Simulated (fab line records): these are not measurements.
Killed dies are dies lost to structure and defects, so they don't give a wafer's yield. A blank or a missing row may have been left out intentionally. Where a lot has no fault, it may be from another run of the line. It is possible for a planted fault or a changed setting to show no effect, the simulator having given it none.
Lot-split experiment :: flow n5-finfet :: 21 wafers read from 7 lots, route of 1938 steps

== SPLIT DETAILS ==
At N5_BEOL_M1_PECVD_72 (deposits SiO2 from TEOS/O2, target thk 16 nm, time 18 s), the setting time-s was moved away from the recipe's 18 s on 5 of the 21 wafers read, by -4.5% to +14.7%. This setting was run at the recipe's value on the other wafers.

The reading is taken at the split's own step.

== THE READING ==
SiO2_of_BEOL_M1_PECVD_72.thk-nm (the simulator's own value, which no gauge read), in nm, at N5_BEOL_M1_PECVD_72 (deposits SiO2 from TEOS/O2, target thk 16 nm, time 18 s). The file does not state a usual value for it. Average 16.0 nm, standard deviation 0.29 nm, over the 16 wafers here run with the recipe.

wafer: L076.2
tool, chamber at the split: pecvd-01, 1
time-s as run, s: 17.19
against the recipe: -4.5%
SiO2_of_BEOL_M1_PECVD_72.thk-nm, nm: 15
against lot-mates on the recipe: -1.0

wafer: L076.4
tool, chamber at the split: pecvd-01, 1
time-s as run, s: 18
against the recipe: recipe
SiO2_of_BEOL_M1_PECVD_72.thk-nm, nm: 16
against lot-mates on the recipe: -

wafer: L076.5
tool, chamber at the split: pecvd-01, 0
time-s as run, s: 17.19
against the recipe: -4.5%
SiO2_of_BEOL_M1_PECVD_72.thk-nm, nm: 15.2
against lot-mates on the recipe: -0.8

wafer: L078.1
tool, chamber at the split: pecvd-04, 0
time-s as run, s: 18
against the recipe: recipe
SiO2_of_BEOL_M1_PECVD_72.thk-nm, nm: 15.4
against lot-mates on the recipe: -

wafer: L078.3
tool, chamber at the split: pecvd-04, 1,0
time-s as run, s: 18
against the recipe: recipe
SiO2_of_BEOL_M1_PECVD_72.thk-nm, nm: 15.6
against lot-mates on the recipe: -

wafer: L078.4
tool, chamber at the split: pecvd-04, 1,0
time-s as run, s: 18
against the recipe: recipe
SiO2_of_BEOL_M1_PECVD_72.thk-nm, nm: 15.6
against lot-mates on the recipe: -

wafer: L083.1
tool, chamber at the split: pecvd-01, 1
time-s as run, s: 19.27
against the recipe: +7.1%
SiO2_of_BEOL_M1_PECVD_72.thk-nm, nm: 16.8
against lot-mates on the recipe: +1.2

wafer: L083.5
tool, chamber at the split: pecvd-01, 2
time-s as run, s: 18
against the recipe: recipe
SiO2_of_BEOL_M1_PECVD_72.thk-nm, nm: 15.6
against lot-mates on the recipe: -

wafer: L083.6
tool, chamber at the split: pecvd-01, 1
time-s as run, s: 19.27
against the recipe: +7.1%
SiO2_of_BEOL_M1_PECVD_72.thk-nm, nm: 17
against lot-mates on the recipe: +1.4

wafer: L090.4
tool, chamber at the split: pecvd-03, 2
time-s as run, s: 18
against the recipe: recipe
SiO2_of_BEOL_M1_PECVD_72.thk-nm, nm: 16.4
against lot-mates on the recipe: -

wafer: L090.5
tool, chamber at the split: pecvd-03, 1
time-s as run, s: 18
against the recipe: recipe
SiO2_of_BEOL_M1_PECVD_72.thk-nm, nm: 16
against lot-mates on the recipe: -

wafer: L090.6
tool, chamber at the split: pecvd-03, 0
time-s as run, s: 18
against the recipe: recipe
SiO2_of_BEOL_M1_PECVD_72.thk-nm, nm: 16.2
against lot-mates on the recipe: -

wafer: L093.1
tool, chamber at the split: pecvd-03, 1,0,2
time-s as run, s: 18
against the recipe: recipe
SiO2_of_BEOL_M1_PECVD_72.thk-nm, nm: 16
against lot-mates on the recipe: -

wafer: L093.2
tool, chamber at the split: pecvd-03, 1,0,2
time-s as run, s: 18
against the recipe: recipe
SiO2_of_BEOL_M1_PECVD_72.thk-nm, nm: 16
against lot-mates on the recipe: -

wafer: L093.3
tool, chamber at the split: pecvd-03, 1,0,2
time-s as run, s: 18
against the recipe: recipe
SiO2_of_BEOL_M1_PECVD_72.thk-nm, nm: 16
against lot-mates on the recipe: -

wafer: L092.1
tool, chamber at the split: pecvd-03, 1
time-s as run, s: 18
against the recipe: recipe
SiO2_of_BEOL_M1_PECVD_72.thk-nm, nm: 16.4
against lot-mates on the recipe: -

wafer: L092.3
tool, chamber at the split: pecvd-03, 0
time-s as run, s: 18
against the recipe: recipe
SiO2_of_BEOL_M1_PECVD_72.thk-nm, nm: 16.2
against lot-mates on the recipe: -

wafer: L092.6
tool, chamber at the split: pecvd-03, 1
time-s as run, s: 20.65
against the recipe: +14.7%
SiO2_of_BEOL_M1_PECVD_72.thk-nm, nm: 18.8
against lot-mates on the recipe: +2.5

wafer: L097.3
tool, chamber at the split: pecvd-04, 1,2,0
time-s as run, s: 18
against the recipe: recipe
SiO2_of_BEOL_M1_PECVD_72.thk-nm, nm: 16.2
against lot-mates on the recipe: -

wafer: L097.4
tool, chamber at the split: pecvd-04, 1,2,0
time-s as run, s: 18
against the recipe: recipe
SiO2_of_BEOL_M1_PECVD_72.thk-nm, nm: 16.2
against lot-mates on the recipe: -

wafer: L097.5
tool, chamber at the split: pecvd-04, 1,2,0
time-s as run, s: 18
against the recipe: recipe
SiO2_of_BEOL_M1_PECVD_72.thk-nm, nm: 16.2
against lot-mates on the recipe: -
Where a row lists several chambers, the file gives one row for several wafers and doesn't say which wafer went through which chamber.

THE FIT
A straight line over all 21 wafers: SiO2_of_BEOL_M1_PECVD_72.thk-nm changes by +0.176 nm for each +1% of time-s; r = +0.93; the points scatter about the line by 0.3 nm.
The same after taking each lot's own level away (the mean of its wafers on the recipe; 21 wafers): +0.178 nm for each +1%; r = +0.99; scatter 0.1 nm.
According to that fit, moving time-s by its largest amount changes the reading by 2.6 nm.
The lots' own levels span 15.53 to 16.30 nm, that is 2.6 times the standard deviation above.
So the lot-to-lot level changes the slope little: the two slopes agree.
Check: +2.78 nm against its lot-mates is what the line predicts for one of the wafers moved furthest among these (+14.7%) when that wafer is left out of the fit. It came out at +2.5 nm against them.

== OTHER SPLITS APPLIED TO THESE WAFERS ==
Before the reading, these wafers also passed through other splits. Each is held against what the fit with the lots' levels taken away leaves over:
other split on the same wafers: N5_BEOL_M0_SAQP_ETCH_107 bias-w
wafers away from the commonest value: 9
r with SiO2_of_BEOL_M1_PECVD_72.thk-nm (lot level and that fit taken away): -0.03

other split on the same wafers: N5_BEOL_M0_CUTY_DESCUM_61 time-s
wafers away from the commonest value: 10
r with SiO2_of_BEOL_M1_PECVD_72.thk-nm (lot level and that fit taken away): -0.30

other split on the same wafers: N5_BEOL_M0_TRENCH_ETCH_107 target-depth-a
wafers away from the commonest value: 6
r with SiO2_of_BEOL_M1_PECVD_72.thk-nm (lot level and that fit taken away): +0.01

== FILE'S OWN FIT ==
SiO2_of_BEOL_M1_PECVD_72.thk-nm changes by +0.174 nm for each +1% of time-s, r = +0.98.
